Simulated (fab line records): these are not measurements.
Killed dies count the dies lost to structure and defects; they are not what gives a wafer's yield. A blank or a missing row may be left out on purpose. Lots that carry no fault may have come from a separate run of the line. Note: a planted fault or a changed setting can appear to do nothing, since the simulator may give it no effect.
Which tool is to blame? || flow nand harc || Sampling: 13 lots, 39 wafers, 4 of 1302 route steps

## WHAT EACH GAUGE READ, for each wafer
No reading from a measuring or inspecting step in the record can be judged against a usual standard deviation.

## EACH LOT AND THE TOOL THAT RAN IT (in order: tool; ch and the chambers of the sampled wafers; start)
{"lot": "L274", "NHARC_A_STAIRCASE_ETCH_199": "rie diel-03 ch 1,3, day 16 04:44 or earlier", "NHARC_A_STAIRCASE_TRIM_226": "rie diel-02 ch 0,1,3, day 16 04:44", "NHARC_A_STAIRCASE_ETCH_232": "rie diel-02 ch 0,2,3, no start", "NHARC_A_STAIRCASE_ETCH_236": "rie diel-02 ch 0,3, no start"}
{"lot": "L277", "NHARC_A_STAIRCASE_ETCH_199": "rie diel-02 ch 2,3, day 17 08:38 or earlier", "NHARC_A_STAIRCASE_TRIM_226": "rie diel-02 ch 1,2, day 17 08:38", "NHARC_A_STAIRCASE_ETCH_232": "rie diel-02 ch 1,2,3, no start", "NHARC_A_STAIRCASE_ETCH_236": "rie diel-02 ch 1,2, no start"}
{"lot": "L275", "NHARC_A_STAIRCASE_ETCH_199": "rie diel-03 ch 0,2, day 17 10:49 or earlier", "NHARC_A_STAIRCASE_TRIM_226": "rie diel-03 ch 0,2,3, day 17 10:49", "NHARC_A_STAIRCASE_ETCH_232": "rie diel-05 ch 0,1,2, no start", "NHARC_A_STAIRCASE_ETCH_236": "rie diel-05 ch 2,3, no start"}
{"lot": "L276", "NHARC_A_STAIRCASE_ETCH_199": "rie diel-05 ch 2,3, day 17 12:48 or earlier", "NHARC_A_STAIRCASE_TRIM_226": "rie diel-05 ch 0,1, day 17 12:48", "NHARC_A_STAIRCASE_ETCH_232": "rie diel-05 ch 0,1,2, no start", "NHARC_A_STAIRCASE_ETCH_236": "rie diel-05 ch 0,2, no start"}
{"lot": "L279", "NHARC_A_STAIRCASE_ETCH_199": "rie diel-05 ch 0,2, day 18 12:08 or earlier", "NHARC_A_STAIRCASE_TRIM_226": "rie diel-05 ch 1,3, day 18 12:08", "NHARC_A_STAIRCASE_ETCH_232": "rie diel-03 ch 0,1, no start", "NHARC_A_STAIRCASE_ETCH_236": "rie diel-03 ch 0,1,3, no start"}
{"lot": "L281", "NHARC_A_STAIRCASE_ETCH_199": "rie diel-03 ch 0,1,3, day 19 02:14 or earlier", "NHARC_A_STAIRCASE_TRIM_226": "rie diel-03 ch 0,1,3, day 19 02:14", "NHARC_A_STAIRCASE_ETCH_232": "rie diel-02 ch 0,1,2, no start", "NHARC_A_STAIRCASE_ETCH_236": "rie diel-02 ch 0,1,3, no start"}
{"lot": "L280", "NHARC_A_STAIRCASE_ETCH_199": "rie diel-02 ch 0,2,3, day 19 03:32 or earlier", "NHARC_A_STAIRCASE_TRIM_226": "rie diel-05 ch 0,2, day 19 03:32", "NHARC_A_STAIRCASE_ETCH_232": "rie diel-02 ch 0,2,3, no start", "NHARC_A_STAIRCASE_ETCH_236": "rie diel-02 ch 0,2,3, no start"}
{"lot": "L282", "NHARC_A_STAIRCASE_ETCH_199": "rie diel-05 ch 0,1,2, day 20 15:08 or earlier", "NHARC_A_STAIRCASE_TRIM_226": "rie diel-03 ch 0,2,3, day 20 15:08", "NHARC_A_STAIRCASE_ETCH_232": "rie diel-02 ch 1,2,3, no start", "NHARC_A_STAIRCASE_ETCH_236": "rie diel-02 ch 1,2,3, no start"}
{"lot": "L284", "NHARC_A_STAIRCASE_ETCH_199": "rie diel-02 ch 0,2,3, day 20 14:54 or earlier", "NHARC_A_STAIRCASE_TRIM_226": "rie diel-05 ch 0,2,3, day 20 14:54", "NHARC_A_STAIRCASE_ETCH_232": "rie diel-02 ch 1,3, no start", "NHARC_A_STAIRCASE_ETCH_236": "rie diel-02 ch 1,2, no start"}
{"lot": "L285", "NHARC_A_STAIRCASE_ETCH_199": "rie diel-03 ch 0,1, day 20 19:29 or earlier", "NHARC_A_STAIRCASE_TRIM_226": "rie diel-02 ch 0,1, day 20 19:29", "NHARC_A_STAIRCASE_ETCH_232": "rie diel-05 ch 0,1,3, no start", "NHARC_A_STAIRCASE_ETCH_236": "rie diel-05 ch 0,1,3, no start"}
{"lot": "L286", "NHARC_A_STAIRCASE_ETCH_199": "rie diel-03 ch 1,3, day 21 14:16 or earlier", "NHARC_A_STAIRCASE_TRIM_226": "rie diel-03 ch 0,1, day 21 14:16", "NHARC_A_STAIRCASE_ETCH_232": "rie diel-03 ch 0,1,3, no start", "NHARC_A_STAIRCASE_ETCH_236": "rie diel-03 ch 1,3, no start"}
{"lot": "L287", "NHARC_A_STAIRCASE_ETCH_199": "rie diel-05 ch 1,2,3, day 21 19:10 or earlier", "NHARC_A_STAIRCASE_TRIM_226": "rie diel-02 ch 0,2,3, day 21 19:10", "NHARC_A_STAIRCASE_ETCH_232": "rie diel-05 ch 1,2,3, no start", "NHARC_A_STAIRCASE_ETCH_236": "rie diel-05 ch 0,1,3, no start"}
{"lot": "L290", "NHARC_A_STAIRCASE_ETCH_199": "rie diel-05 ch 0,2, day 23 06:14 or earlier", "NHARC_A_STAIRCASE_TRIM_226": "rie diel-03 ch 1,2, day 23 06:14", "NHARC_A_STAIRCASE_ETCH_232": "rie diel-03 ch 0,3, no start", "NHARC_A_STAIRCASE_ETCH_236": "rie diel-03 ch 0,1,2, no start"}
- NHARC_A_STAIRCASE_ETCH_199: etches the open film in C4F8/O2, target depth 100 nm, time 40.5 s.
- NHARC_A_STAIRCASE_TRIM_226: chemistry O2, time 211.2 s.
- NHARC_A_STAIRCASE_ETCH_232: etches the open film in C4F8/O2, target depth 100 nm, time 40.5 s.
- NHARC_A_STAIRCASE_ETCH_236: etches the open film in C4F8/O2, target depth 100 nm, time 40.5 s.

## AS READ BY THE TOOLS THEMSELVES (means over the sampled wafers that have a number; for cases with no such wafer, the mark the record gives instead)
NHARC_A_STAIRCASE_ETCH_199.
{"lot": "L274", "tool": "rie diel-03", "bias w (W)": 998.6, "oes product au (a.u.)": 0.937, "rf vpp V (V)": 899}
{"lot": "L277", "tool": "rie diel-02", "bias w (W)": 999.0, "oes product au (a.u.)": 0.954, "rf vpp V (V)": 893}
{"lot": "L275", "tool": "rie diel-03", "bias w (W)": 1000.8, "oes product au (a.u.)": 0.930, "rf vpp V (V)": 892}
{"lot": "L276", "tool": "rie diel-05", "bias w (W)": 997.0, "oes product au (a.u.)": 0.932, "rf vpp V (V)": 895}
{"lot": "L279", "tool": "rie diel-05", "bias w (W)": 997.8, "oes product au (a.u.)": 0.963, "rf vpp V (V)": 891}
{"lot": "L281", "tool": "rie diel-03", "bias w (W)": 999.2, "oes product au (a.u.)": 0.945, "rf vpp V (V)": 898}
{"lot": "L280", "tool": "rie diel-02", "bias w (W)": 1002.5, "oes product au (a.u.)": 0.938, "rf vpp V (V)": 894}
{"lot": "L282", "tool": "rie diel-05", "bias w (W)": 998.6, "oes product au (a.u.)": 0.936, "rf vpp V (V)": 894}
{"lot": "L284", "tool": "rie diel-02", "bias w (W)": 998.0, "oes product au (a.u.)": 0.939, "rf vpp V (V)": 893}
{"lot": "L285", "tool": "rie diel-03", "bias w (W)": 998.7, "oes product au (a.u.)": 0.948, "rf vpp V (V)": 898}
{"lot": "L286", "tool": "rie diel-03", "bias w (W)": 1000.6, "oes product au (a.u.)": 0.940, "rf vpp V (V)": 899}
{"lot": "L287", "tool": "rie diel-05", "bias w (W)": 998.9, "oes product au (a.u.)": 0.938, "rf vpp V (V)": 897}
{"lot": "L290", "tool": "rie diel-05", "bias w (W)": 999.8, "oes product au (a.u.)": 0.951, "rf vpp V (V)": 888}

NHARC_A_STAIRCASE_TRIM_226.
{"lot": "L274", "tool": "rie diel-02", "drypump motor current A (A)": 5.9, "o2 flow sccm (sccm)": 499.6, "oes product au (a.u.)": 1.003, "rf vpp V (V)": 57.3, "run length s (s)": 232.9, "showerhead plenum p Torr (Torr)": 3.51, "throttle valve pct (%)": 17.033}
{"lot": "L277", "tool": "rie diel-02", "drypump motor current A (A)": 6.0, "o2 flow sccm (sccm)": 498.8, "oes product au (a.u.)": 0.994, "rf vpp V (V)": 57.4, "run length s (s)": 232.3, "showerhead plenum p Torr (Torr)": 3.36, "throttle valve pct (%)": 17.029}
{"lot": "L275", "tool": "rie diel-03", "drypump motor current A (A)": 6.2, "o2 flow sccm (sccm)": 499.8, "oes product au (a.u.)": 0.987, "rf vpp V (V)": 57.7, "run length s (s)": 232.5, "showerhead plenum p Torr (Torr)": 3.47, "throttle valve pct (%)": 17.044}
{"lot": "L276", "tool": "rie diel-05", "drypump motor current A (A)": 6.5, "o2 flow sccm (sccm)": 500.9, "oes product au (a.u.)": 1.004, "rf vpp V (V)": 58.0, "run length s (s)": 232.7, "showerhead plenum p Torr (Torr)": 3.41, "throttle valve pct (%)": 17.042}
{"lot": "L279", "tool": "rie diel-05", "drypump motor current A (A)": 5.5, "o2 flow sccm (sccm)": 499.4, "oes product au (a.u.)": 0.991, "rf vpp V (V)": 57.4, "run length s (s)": 233.1, "showerhead plenum p Torr (Torr)": 3.59, "throttle valve pct (%)": 17.040}
{"lot": "L281", "tool": "rie diel-03", "drypump motor current A (A)": 5.9, "o2 flow sccm (sccm)": 499.6, "oes product au (a.u.)": 0.982, "rf vpp V (V)": 58.0, "run length s (s)": 232.4, "showerhead plenum p Torr (Torr)": 3.57, "throttle valve pct (%)": 17.039}
{"lot": "L280", "tool": "rie diel-05", "drypump motor current A (A)": 6.1, "o2 flow sccm (sccm)": 500.1, "oes product au (a.u.)": 1.005, "rf vpp V (V)": 56.3, "run length s (s)": 232.4, "showerhead plenum p Torr (Torr)": 3.38, "throttle valve pct (%)": 17.036}
{"lot": "L282", "tool": "rie diel-03", "drypump motor current A (A)": 6.2, "o2 flow sccm (sccm)": 500.6, "oes product au (a.u.)": 0.985, "rf vpp V (V)": 57.0, "run length s (s)": 232.6, "showerhead plenum p Torr (Torr)": 3.46, "throttle valve pct (%)": 17.038}
{"lot": "L284", "tool": "rie diel-05", "drypump motor current A (A)": 5.9, "o2 flow sccm (sccm)": 501.4, "oes product au (a.u.)": 0.997, "rf vpp V (V)": 57.4, "run length s (s)": 232.9, "showerhead plenum p Torr (Torr)": 3.42, "throttle valve pct (%)": 17.030}
{"lot": "L285", "tool": "rie diel-02", "drypump motor current A (A)": 5.7, "o2 flow sccm (sccm)": 499.8, "oes product au (a.u.)": 0.999, "rf vpp V (V)": 57.3, "run length s (s)": 232.4, "showerhead plenum p Torr (Torr)": 3.52, "throttle valve pct (%)": 17.042}
{"lot": "L286", "tool": "rie diel-03", "drypump motor current A (A)": 5.7, "o2 flow sccm (sccm)": 500.9, "oes product au (a.u.)": 0.987, "rf vpp V (V)": 57.6, "run length s (s)": 232.6, "showerhead plenum p Torr (Torr)": 3.58, "throttle valve pct (%)": 17.037}
{"lot": "L287", "tool": "rie diel-02", "drypump motor current A (A)": 5.9, "o2 flow sccm (sccm)": 501.3, "oes product au (a.u.)": 1.010, "rf vpp V (V)": 57.7, "run length s (s)": 232.2, "showerhead plenum p Torr (Torr)": 3.46, "throttle valve pct (%)": 17.036}
{"lot": "L290", "tool": "rie diel-03", "drypump motor current A (A)": 5.9, "o2 flow sccm (sccm)": 500.3, "oes product au (a.u.)": 0.988, "rf vpp V (V)": 57.3, "run length s (s)": 190.4, "showerhead plenum p Torr (Torr)": 3.51, "throttle valve pct (%)": 17.035}

NHARC_A_STAIRCASE_ETCH_232.
{"lot": "L274", "tool": "rie diel-02", "bias w (W)": 1002.2, "oes product au (a.u.)": 0.945, "rf vpp V (V)": 895}
{"lot": "L277", "tool": "rie diel-02", "bias w (W)": 1000.1, "oes product au (a.u.)": 0.948, "rf vpp V (V)": 893}
{"lot": "L275", "tool": "rie diel-05", "bias w (W)": 1002.5, "oes product au (a.u.)": 0.940, "rf vpp V (V)": 894}
{"lot": "L276", "tool": "rie diel-05", "bias w (W)": 998.7, "oes product au (a.u.)": 0.937, "rf vpp V (V)": 893}
{"lot": "L279", "tool": "rie diel-03", "bias w (W)": 999.6, "oes product au (a.u.)": 0.954, "rf vpp V (V)": 899}
{"lot": "L281", "tool": "rie diel-02", "bias w (W)": 1001.6, "oes product au (a.u.)": 0.950, "rf vpp V (V)": 893}
{"lot": "L280", "tool": "rie diel-02", "bias w (W)": 1003.3, "oes product au (a.u.)": 0.965, "rf vpp V (V)": 894}
{"lot": "L282", "tool": "rie diel-02", "bias w (W)": 998.8, "oes product au (a.u.)": 0.941, "rf vpp V (V)": 891}
{"lot": "L284", "tool": "rie diel-02", "bias w (W)": 1000.7, "oes product au (a.u.)": 0.946, "rf vpp V (V)": 893}
{"lot": "L285", "tool": "rie diel-05", "bias w (W)": 998.2, "oes product au (a.u.)": 0.946, "rf vpp V (V)": 894}
{"lot": "L286", "tool": "rie diel-03", "bias w (W)": 999.5, "oes product au (a.u.)": 0.933, "rf vpp V (V)": 898}
{"lot": "L287", "tool": "rie diel-05", "bias w (W)": 997.4, "oes product au (a.u.)": 0.955, "rf vpp V (V)": 896}
{"lot": "L290", "tool": "rie diel-03", "bias w (W)": 999.9, "oes product au (a.u.)": 0.945, "rf vpp V (V)": 896}

NHARC_A_STAIRCASE_ETCH_236.
{"lot": "L274", "tool": "rie diel-02", "bias w (W)": 998, "oes product au (a.u.)": 0.946, "rf vpp V (V)": 898}
{"lot": "L277", "tool": "rie diel-02", "bias w (W)": 997, "oes product au (a.u.)": 0.923, "rf vpp V (V)": 891}
{"lot": "L275", "tool": "rie diel-05", "bias w (W)": 999, "oes product au (a.u.)": 0.942, "rf vpp V (V)": 894}
{"lot": "L276", "tool": "rie diel-05", "bias w (W)": 1002, "oes product au (a.u.)": 0.948, "rf vpp V (V)": 891}
{"lot": "L279", "tool": "rie diel-03", "bias w (W)": 1000, "oes product au (a.u.)": 0.944, "rf vpp V (V)": 898}
{"lot": "L281", "tool": "rie diel-02", "bias w (W)": 1001, "oes product au (a.u.)": 0.942, "rf vpp V (V)": 895}
{"lot": "L280", "tool": "rie diel-02", "bias w (W)": 1001, "oes product au (a.u.)": 0.946, "rf vpp V (V)": 894}
{"lot": "L282", "tool": "rie diel-02", "bias w (W)": 1001, "oes product au (a.u.)": 0.949, "rf vpp V (V)": 892}
{"lot": "L284", "tool": "rie diel-02", "bias w (W)": 998, "oes product au (a.u.)": 0.944, "rf vpp V (V)": 889}
{"lot": "L285", "tool": "rie diel-05", "bias w (W)": 1002, "oes product au (a.u.)": 0.949, "rf vpp V (V)": 894}
{"lot": "L286", "tool": "rie diel-03", "bias w (W)": 1003, "oes product au (a.u.)": 0.937, "rf vpp V (V)": 898}
{"lot": "L287", "tool": "rie diel-05", "bias w (W)": 998, "oes product au (a.u.)": 0.946, "rf vpp V (V)": 895}
{"lot": "L290", "tool": "rie diel-03", "bias w (W)": 1000, "oes product au (a.u.)": 0.936, "rf vpp V (V)": 894}

## THE ANSWER, worked out from the rows above alone
Rule: usual is defined by the lots themselves. Put in order of their means at a reading, lots are off if they are a third of the lots or fewer, leave a main group of 4 or more, and stand apart from it by a gap of 3 or more times the standard deviation of the main group's means; of several such gaps the widest counts. Not used: any main group whose means are identical at the precision the tables above print for the reading. Also off: a lot with no number at a reading for which 4 or more lots have one. All remaining lots with rows at the step are treated as sound. The gauges are gone through in route order, then the tools' own readings, and for those a lot's mean is taken as printed above. The first step at which some lot is off is used, and at that step the reading that is off furthest; a lot without a number counts as furthest.
Off, at NHARC_A_STAIRCASE_TRIM_226 on run length s: L290. For the main group the mean is 232.6 s and the standard deviation 0.26.
A tool fits if, at that step or a process step before it, it ran every lot that is off, and no sound lot after the first of them. NHARC_A_STAIRCASE_ETCH_199 gives no start for some lots, so the hours and the order of its lots are those of NHARC_A_STAIRCASE_TRIM_226. 2 tools fit, rie diel-05 at NHARC_A_STAIRCASE_ETCH_199 and rie diel-03 at NHARC_A_STAIRCASE_TRIM_226, so this cannot tell which one it is.

## WHAT THE SIMULATOR HAD INSERTED
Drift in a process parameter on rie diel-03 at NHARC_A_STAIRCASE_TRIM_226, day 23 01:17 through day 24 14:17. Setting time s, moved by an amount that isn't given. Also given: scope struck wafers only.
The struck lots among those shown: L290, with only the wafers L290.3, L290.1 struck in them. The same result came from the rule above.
